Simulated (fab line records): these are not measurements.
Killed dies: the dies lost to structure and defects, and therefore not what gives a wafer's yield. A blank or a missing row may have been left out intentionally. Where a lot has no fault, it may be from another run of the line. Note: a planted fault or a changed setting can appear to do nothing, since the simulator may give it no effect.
Matching of chambers | flow n5-finfet | 3 sister chambers for N5_PMOS_HMC_CHANNEL_EPI_HM_DEP_34 on pecvd-04
The step deposits SiO2 from TEOS/O2, target thk 36 nm, time 6.9 s. 3 wafers are shown with their chamber, then 7 later ones without.

== WAFERS PAIRED WITH THEIR CHAMBERS ==
wafer  | chamber | throttle-valve-pct (%)
L080.6 | 0       | 19.5
L091.1 | 2       | 18.1
L091.3 | 1       | 20.7

== WAFERS WHOSE CHAMBER IS MISSING ==
wafer  | throttle-valve-pct (%)
L091.4 | 20.5
L093.1 | 20.8
L093.4 | 19.0
L093.5 | 18.5
L097.1 | 18.5
L097.2 | 20.9
L097.5 | 19.4

== WHICH CHAMBER EACH WENT THROUGH ==
wafer  | from the rows above     | in truth
L091.4 | 1                       | 1
L093.1 | 1                       | 1
L093.4 | can't be placed: 0 or 2 | 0
L093.5 | can't be placed: 2 or 0 | 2
L097.1 | can't be placed: 2 or 0 | 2
L097.2 | 1                       | 1
L097.5 | 0                       | 0
Placed correctly: 4 of 7. Unplaceable from these rows: 3, with the true chamber sitting among the candidates in 3. Placed wrongly: 0.
How it was worked out, from the rows above alone: a wafer's distance from a chamber is the root of the sum, over the readings, of the square of ((its reading less the chamber's mean) divided by the reading's scatter). The wafer belongs to the nearest chamber; if the next one is less than 2 further off, it can't be placed. The mean given for a chamber averages the wafers shown for that chamber. The scatter (one wafer shown for each chamber): square how far every hidden wafer sits from the nearest shown wafer, average those squares and take the square root.
